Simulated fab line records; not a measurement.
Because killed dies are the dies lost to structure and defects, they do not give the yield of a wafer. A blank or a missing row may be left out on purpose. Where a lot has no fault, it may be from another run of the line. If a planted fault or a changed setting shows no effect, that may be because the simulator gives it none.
8D (eight disciplines) problem report, filled in by code -- flow nand harc -- the parts of the form that need people (team, actions taken, sign-off) are left out

1. WHAT IS WRONG
NHARC_END_SORT_01, killed at periphery: mean 94.0 over 1 wafer from 1 lot; wafers with no fault: 3.0, standard deviation 2.3. Measured from the usual mean, that is +40 standard deviations.
Seen first at day 27 10:22 on prober-01, wafer L756.5. Wafers with a number at this step in the record: 5, from 2 lots. Rule for "out" (also "out of limits"): further than 4 standard deviations from the usual mean. The rest of the wafers with a number are treated as sound.

2. WHAT IT IS, WHAT IT ISN'T
question,is,is not
which readings at this step,"killed at periphery, defect limited yield, killed dies, sort_bin_2_pct, sort_bin_3_pct, sort n pass, sort yield pct","killed at array, killed at other, killed open, killed short, sort rim yield pct"
which lots,L756,L758
which wafers of those lots,L756.5,"L756.2, L756.4"
read on which gauges,prober-01,-
when,from day 27 10:22,up to then (2 sound wafers); but 2 sound wafers of L758 came after

3. SUSPECTS, AND WHAT RULES EACH OUT
Counting: any tool at a process step up to the reading remains a suspect provided it ran every lot that is out. Sound lots after the first of them don't rule it out here, since some wafers of a struck lot are sound.
- the gauge at NHARC_END_SORT_01: kept. All the wafers that are out were read on prober-01, and no step on other tools shows them out.
- rie diel-05 at NHARC_P_BONDPAD_STRIP_15 (strips in O2): kept. It ran the lot that is out, L756 (day 10 11:33).
- pvd sputter-01 at NHARC_P_BONDPAD_DEGAS_25 (time 60 s): kept. It ran the lot that is out, L756 (day 10 12:07).
- pvd sputter-01 at NHARC_P_BONDPAD_PRE_CLEAN_26 (time 30 s): kept. It ran the lot that is out, L756 (day 10 12:19). NHARC_P_BONDPAD_PRE_CLEAN_26: start missing for some lots; hours and lot order therefore follow NHARC_P_BONDPAD_PVD_27.
- pvd sputter-01 at NHARC_P_BONDPAD_PVD_27 (deposits Cu, target thk 30 nm, time 20.49 s): kept. It ran the lot that is out, L756 (day 10 12:19).
- Within rie diel-05 at NHARC_P_BONDPAD_STRIP_15: the wafers that are out ran in chamber 2; their sound lot-mates ran in chambers 1, 3.
Left after counting: rie diel-05 at NHARC_P_BONDPAD_STRIP_15, pvd sputter-01 at NHARC_P_BONDPAD_DEGAS_25, pvd sputter-01 at NHARC_P_BONDPAD_PRE_CLEAN_26, pvd sputter-01 at NHARC_P_BONDPAD_PVD_27, prober-01 at NHARC_END_SORT_01.

4. THE CAUSE (what the simulator had put in)
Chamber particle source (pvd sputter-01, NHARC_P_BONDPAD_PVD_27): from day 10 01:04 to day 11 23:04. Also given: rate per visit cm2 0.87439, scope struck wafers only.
Counting left 5 suspects, and this tool is among them.

5. THE EFFECT CHAIN, in route order
One row per reading whose mean, taken over the struck wafers that have a number, lies over 3 standard deviations from the usual. Readings are gone through only where the record gives a usual standard deviation; hours: the median, over the lots, of the time from a lot's start at the first step in this table giving one to that lot's start at this step; sigmas: the change measured in usual standard deviations.
hours,step,reading,usual,on struck wafers,change,sigmas
0,NHARC_END_SORT_01,defect limited yield,95.1 %,82.6,-12.5,-7.4
0,NHARC_END_SORT_01,killed at periphery,3.0,94.0,+91.0,+40
0,NHARC_END_SORT_01,killed dies,33,118,+85,+7.1
0,NHARC_END_SORT_01,sort_bin_2_pct,1.5 %,7.4,+5.9,+8.9
0,NHARC_END_SORT_01,sort_bin_3_pct,0.25 %,3.84,+3.59,+17
0,NHARC_END_SORT_01,sort n pass,644,559,-85,-7.1
0,NHARC_END_SORT_01,sort yield pct,95.1 %,82.6,-12.5,-7.4

6. HOW IT WOULD HAVE BEEN CAUGHT EARLIER
In this record the first reading out of limits at a measuring or inspecting step was taken at day 27 10:22, 417 hours after the fault began at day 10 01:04.
No tool reading at NHARC_P_BONDPAD_PVD_27 that has a usual standard deviation in the record was out on any struck wafer, so an alarm limit of 4 standard deviations on those readings would not have fired.
Each of the lots that are out, 1 in all, had begun NHARC_P_BONDPAD_PVD_27 on pvd sputter-01 no later than day 27 10:22. Holding the tool at that point would not have protected any of them.
